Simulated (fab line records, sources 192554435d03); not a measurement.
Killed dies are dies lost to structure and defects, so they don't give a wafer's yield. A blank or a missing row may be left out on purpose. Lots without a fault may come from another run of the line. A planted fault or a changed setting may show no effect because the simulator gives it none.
Which tool did it? | flow n5_finfet | 11 lots, 33 wafers sampled, at 5 steps of a route of 1938

WHAT THE GAUGES READ, wafer by wafer
N5_MIM_BOT_LITHO_CD_MEAS_08: target cd 3000 nm. Usual: cd_nm 3001.4 nm, standard deviation 2.3.
lot  | measured     | on        | cd_nm (nm)           | flag
L181 | day 12 01:16 | cd_sem-01 | 3000.8 3002.4 3003.9 |
L184 | day 13 12:11 | cd_sem-02 | 3001.2 3001.2 2996.1 |
L188 | day 14 00:19 | cd_sem-02 | 3000.4 2998.2 3000.7 |
L189 | day 14 14:11 | cd_sem-02 | 3000.6 2999.7 3002.2 |
L195 | day 16 01:06 | cd_sem-03 | 3004.8 3005.4 3038.5 | OFF
L194 | day 16 02:56 | cd_sem-03 | 3041.0 3040.7 3038.7 | OFF
L196 | day 16 03:13 | cd_sem-02 | 3002.6 3041.6 3040.7 | OFF
L198 | day 16 19:22 | cd_sem-03 | 2999.5 3002.6 2999.3 |
L199 | day 17 01:49 | cd_sem-03 | 3002.9 2997.9 3001.9 |
L202 | day 17 11:26 | cd_sem-03 | 3004.9 3002.6 2998.6 |
L201 | day 17 15:22 | cd_sem-02 | 3001.2 2999.3 3004.4 |

N5_MIM_BOT_LITHO_OVL_MEAS_11. Usual: MIM_BOT_OVL 1 nm, standard deviation 5.6.
lot  | measured     | on         | MIM_BOT_OVL (nm) | flag
L181 | day 12 01:18 | overlay-02 | -4 -2 0          |
L184 | day 13 12:13 | overlay-01 | -4 1 -6          |
L188 | day 14 00:20 | overlay-02 | 6 6 5            |
L189 | day 14 14:13 | overlay-01 | 7 6 5            |
L195 | day 16 01:09 | overlay-02 | 4 10 7           |
L194 | day 16 02:58 | overlay-02 | -4 -10 0         |
L196 | day 16 03:15 | overlay-02 | 5 0 -1           |
L198 | day 16 19:24 | overlay-01 | -1 3 5           |
L199 | day 17 01:52 | overlay-02 | -13 1 0          |
L202 | day 17 11:28 | overlay-01 | -2 -7 -3         |
L201 | day 17 15:23 | overlay-01 | 2 5 -1           |

WHICH TOOL RAN EACH LOT (tool, then ch and the chambers of the sampled wafers, then the start)
lot  | N5_MIM_BOT_DEGAS_01          | N5_MIM_TOP_LITHO_DESCUM_10         | N5_MIM_BOT_LITHO_EXPOSE_05
L181 | pvd_sputter-03, day 11 22:52 | rie_diel-04 ch 0,1, day 12 00:21   | krf_scanner-02 ch 0, day 12 01:06
L184 | pvd_sputter-02, day 13 07:49 | rie_diel-06 ch 0,1,3, day 13 11:32 | krf_scanner-02 ch 0, day 13 12:01
L188 | pvd_sputter-01, day 13 21:47 | rie_diel-06 ch 0,2,3, day 13 23:32 | krf_scanner-01 ch 0, day 14 00:08
L189 | pvd_sputter-01, day 14 11:44 | rie_diel-06 ch 1,3, day 14 13:23   | krf_scanner-01 ch 0, day 14 14:01
L195 | pvd_sputter-02, day 15 20:38 | rie_diel-06 ch 0,1, day 16 00:20   | krf_scanner-01 ch 0, day 16 00:56
L194 | pvd_sputter-02, day 16 00:35 | rie_diel-04 ch 0,3, day 16 02:08   | krf_scanner-01 ch 0, day 16 02:46
L196 | pvd_sputter-02, day 16 00:47 | rie_diel-01 ch 0,1,2, day 16 02:35 | krf_scanner-01 ch 0, day 16 03:03
L198 | pvd_sputter-01, day 16 14:36 | rie_diel-06 ch 0,1,3, day 16 18:36 | krf_scanner-02 ch 0, day 16 19:12
L199 | pvd_sputter-02, day 16 22:50 | rie_diel-06 ch 0,1,3, day 17 01:03 | krf_scanner-02 ch 0, day 17 01:38
L202 | pvd_sputter-01, day 17 08:22 | rie_diel-04 ch 0,1,3, day 17 10:47 | krf_scanner-02 ch 0, day 17 11:15
L201 | pvd_sputter-01, day 17 13:04 | rie_diel-06 ch 0,2,3, day 17 14:35 | krf_scanner-02 ch 0, day 17 15:11
- N5_MIM_BOT_DEGAS_01: time 60 s.
- N5_MIM_TOP_LITHO_DESCUM_10: chemistry O2, time 7.9 s.
- N5_MIM_BOT_LITHO_EXPOSE_05: exposes mask MIM BOT.

WHAT THE TOOLS THEMSELVES READ (means of the sampled wafers that have a number; where no wafer has one, the mark that the record gives instead)
N5_MIM_BOT_DEGAS_01. Usual: heater_power_w 453 W, standard deviation 27.
lot  | tool           | heater_power_w (W) | flag
L181 | pvd_sputter-03 | 471                |
L184 | pvd_sputter-02 | 455                |
L188 | pvd_sputter-01 | 461                |
L189 | pvd_sputter-01 | 405                |
L195 | pvd_sputter-02 | 443                |
L194 | pvd_sputter-02 | 440                |
L196 | pvd_sputter-02 | 450                |
L198 | pvd_sputter-01 | 454                |
L199 | pvd_sputter-02 | 459                |
L202 | pvd_sputter-01 | 429                |
L201 | pvd_sputter-01 | 433                |

N5_MIM_TOP_LITHO_DESCUM_10. Usual: drypump_motor_current_A 5.69 A, standard deviation 0.3; oes_product_au 0.80 a.u., standard deviation 0.079; rf_vpp_V 243.4 V, standard deviation 1.2; showerhead_plenum_p_Torr 2.10 Torr, standard deviation 0.055; throttle_valve_pct 20.4 %, standard deviation 0.31.
lot  | tool        | drypump_motor_current_A (A) | oes_product_au (a.u.) | rf_vpp_V (V) | showerhead_plenum_p_Torr (Torr) | throttle_valve_pct (%) | flag
L181 | rie_diel-04 | 5.70                        | 0.73                  | 242.8        | 2.09                            | 20.4                   |
L184 | rie_diel-06 | 5.85                        | 0.82                  | 244.0        | 2.07                            | 20.1                   |
L188 | rie_diel-06 | 5.75                        | 0.77                  | 242.8        | 2.06                            | 20.3                   |
L189 | rie_diel-06 | 5.98                        | 0.86                  | 244.8        | 2.10                            | 20.2                   |
L195 | rie_diel-06 | 5.67                        | 0.80                  | 242.4        | 2.03                            | 20.0                   |
L194 | rie_diel-04 | 6.15                        | 0.76                  | 243.6        | 2.05                            | 20.4                   |
L196 | rie_diel-01 | 5.52                        | 0.87                  | 244.8        | 2.16                            | 20.6                   |
L198 | rie_diel-06 | 5.82                        | 0.79                  | 243.7        | 2.06                            | 20.1                   |
L199 | rie_diel-06 | 5.84                        | 0.79                  | 242.5        | 2.06                            | 20.1                   |
L202 | rie_diel-04 | 5.92                        | 0.79                  | 242.7        | 2.06                            | 20.3                   |
L201 | rie_diel-06 | 5.75                        | 0.75                  | 242.4        | 2.05                            | 20.3                   |

THE ANSWER, worked out from the rows above alone
Rule: a lot is off if the mean of its wafers that have a number lies more than 3 standard deviations from the usual mean. A lot without any number at a reading at which 4 lots or more have one is off too. The other lots that the step has rows for count as sound. The gauges are gone through in route order, then the tools' own readings, and for those a lot's mean is taken as printed above. The first step at which some lot is off is used, and at that step the reading that is off furthest; a lot without a number counts as furthest.
Off: L195, L194, L196, at N5_MIM_BOT_LITHO_CD_MEAS_08 (cd_nm).
A tool fits if, at a process step before that reading, it ran every lot that is off, and no sound lot after the first of them. The gauges at N5_MIM_BOT_LITHO_CD_MEAS_08 are tried like those tools. One fits: krf_scanner-01 at N5_MIM_BOT_LITHO_EXPOSE_05. Its last sound lot is L189 (day 14 14:01), its first lot that is off L195 (day 16 00:56): a fault that began between those two fits.

WHAT THE SIMULATOR HAD PUT IN
Process parameter drift: krf_scanner-01, from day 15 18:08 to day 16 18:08, at N5_MIM_BOT_LITHO_EXPOSE_05. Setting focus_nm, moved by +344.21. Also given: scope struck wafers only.
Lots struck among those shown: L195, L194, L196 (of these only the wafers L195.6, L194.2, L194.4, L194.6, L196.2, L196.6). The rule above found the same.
